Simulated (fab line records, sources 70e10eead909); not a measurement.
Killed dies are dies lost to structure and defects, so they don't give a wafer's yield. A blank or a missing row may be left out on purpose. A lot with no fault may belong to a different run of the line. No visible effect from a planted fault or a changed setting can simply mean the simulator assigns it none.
One fault seen from 2 desks :: flow nandHarc :: each desk has only its own numbers; what lay behind them comes last

## TOOL OWNER'S DESK, lithoTrack-04
The tool's own readings at NHARC_P_M0_PEB_07 (peb time 65 s): means of the sampled wafers that have a number, for each lot that ran on this tool. The brackets show how far a lot's mean lies from the usual mean; more than 4 standard deviations puts the lot out of limits, marked OUT.
Columns: A = exhaustPa at NHARC_P_M0_PEB_07, usual 44.9 Pa; B = heaterPowerTotalW at NHARC_P_M0_PEB_07, usual 156.6 W
lot: L994
first seen here: day 8 22:05
A: 44.1
B: 157.1

lot: L997
first seen here: day 10 09:32
A: 45.2
B: 156.5

lot: L101
first seen here: day 12 02:23
A: 45.2
B: 156.1

lot: L107
first seen here: day 14 07:29
A: 44.2
B: 167.5 (+25) OUT

lot: L109
first seen here: day 15 03:17
A: 45.3
B: 167.8 (+26) OUT
Finding of this desk: L107, L109 out of limits; the first was L107 at day 14 07:29, on heaterPowerTotalW at NHARC_P_M0_PEB_07. Within limits: L994, L997, L101.

## THE METROLOGY DESK
What the gauges read, lot by lot, whatever tool the lot ran on: means of the sampled wafers that have a number. The brackets show how far a lot's mean lies from the usual mean; more than 4 standard deviations puts the lot out of limits, marked OUT.
Columns: A = cdNm at NHARC_P_M0_CD_MEAS_09, usual 89.7 nm
lot: L990
first seen here: day 7 05:42
A: 90.5

lot: L992
first seen here: day 8 11:09
A: 88.9

lot: L993
first seen here: day 8 15:20
A: 88.6

lot: L994
first seen here: day 8 22:10
A: 90.2

lot: L997
first seen here: day 10 09:37
A: 90.4

lot: L101
first seen here: day 12 02:28
A: 90.0

lot: L105
first seen here: day 13 13:20
A: 90.5

lot: L107
first seen here: day 14 07:34
A: 85.4 (-5.4) OUT

lot: L109
first seen here: day 15 03:22
A: 87.0

lot: L110
first seen here: day 15 17:13
A: 88.8
Finding of this desk: L107 out of limits; the first was L107 at day 14 07:34, on cdNm at NHARC_P_M0_CD_MEAS_09. Within limits: L990, L992, L993, L994, L997, L101, L105, L109, L110.

## TAKEN TOGETHER
The tool owner's desk could have raised an alarm at day 14 07:29, on L107, L109.
The metrology desk could have raised an alarm at day 14 07:34, on L107.
The metrology desk has L109 on record, within its limits.
All the named lots went through NHARC_P_M0_PEB_07 on lithoTrack-04.

## WHAT HAD BEEN PUT IN BY THE SIMULATOR
Drift in process parameters on lithoTrack-04 at NHARC_P_M0_PEB_07, starting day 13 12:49. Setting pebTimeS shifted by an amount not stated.
Lots struck among those shown: L107, L109.
Counting hours from when the fault started, the first reading out of limits came at 19 for the tool owner's desk and at 19 for the metrology desk.
